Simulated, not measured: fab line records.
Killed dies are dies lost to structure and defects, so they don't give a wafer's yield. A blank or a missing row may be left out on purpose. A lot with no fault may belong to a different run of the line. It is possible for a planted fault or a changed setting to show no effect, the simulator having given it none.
Matching of chambers + flow nand-harc + 4 sister chambers for NHARC_A_STAIRCASE_ETCH_203 on rie-diel-13
The step etches the open film in C4F8/O2, target depth 100 nm, time 40.5 s. 4 wafers are shown with their chamber, then 9 later ones without.

WAFERS PAIRED WITH THEIR CHAMBERS
| wafer  | chamber | rf-vpp-V (V) |
|--------|---------|--------------|
| L339.6 | 1       | 901          |
| L338.1 | 2       | 896          |
| L338.2 | 0       | 896          |
| L338.5 | 3       | 897          |

WAFERS WITH NO CHAMBER GIVEN
| wafer  | rf-vpp-V (V) |
|--------|--------------|
| L340.1 | 897          |
| L340.2 | 897          |
| L340.5 | 898          |
| L341.2 | 897          |
| L341.4 | 897          |
| L341.5 | 896          |
| L343.2 | 896          |
| L343.3 | 899          |
| L343.6 | 898          |

CHAMBER TAKEN BY EACH
| wafer  | from the rows above               | in truth |
|--------|-----------------------------------|----------|
| L340.1 | can't be placed: 3 or 0 or 2      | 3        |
| L340.2 | can't be placed: 3 or 0 or 2      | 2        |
| L340.5 | can't be placed: 3 or 0 or 2      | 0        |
| L341.2 | can't be placed: 3 or 0 or 2      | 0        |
| L341.4 | can't be placed: 3 or 0 or 2      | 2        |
| L341.5 | can't be placed: 0 or 2 or 3      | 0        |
| L343.2 | can't be placed: 0 or 2 or 3      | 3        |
| L343.3 | can't be placed: 1 or 3 or 0 or 2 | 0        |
| L343.6 | can't be placed: 3 or 0 or 2      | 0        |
Placed correctly: 0 of 9. Unplaceable from these rows: 9, with the true chamber sitting among the candidates in 9. Number placed wrongly: 0.
How it was worked out, from the rows above alone: a wafer's distance from a chamber is the root of the sum, over the readings, of the square of ((its reading less the chamber's mean) divided by the reading's scatter). The wafer belongs to the nearest chamber; if the next one is less than 2 further off, it can't be placed. A chamber's mean is the mean of its shown wafers. The scatter (one wafer shown for each chamber): square how far every hidden wafer sits from the nearest shown wafer, average those squares and take the square root.
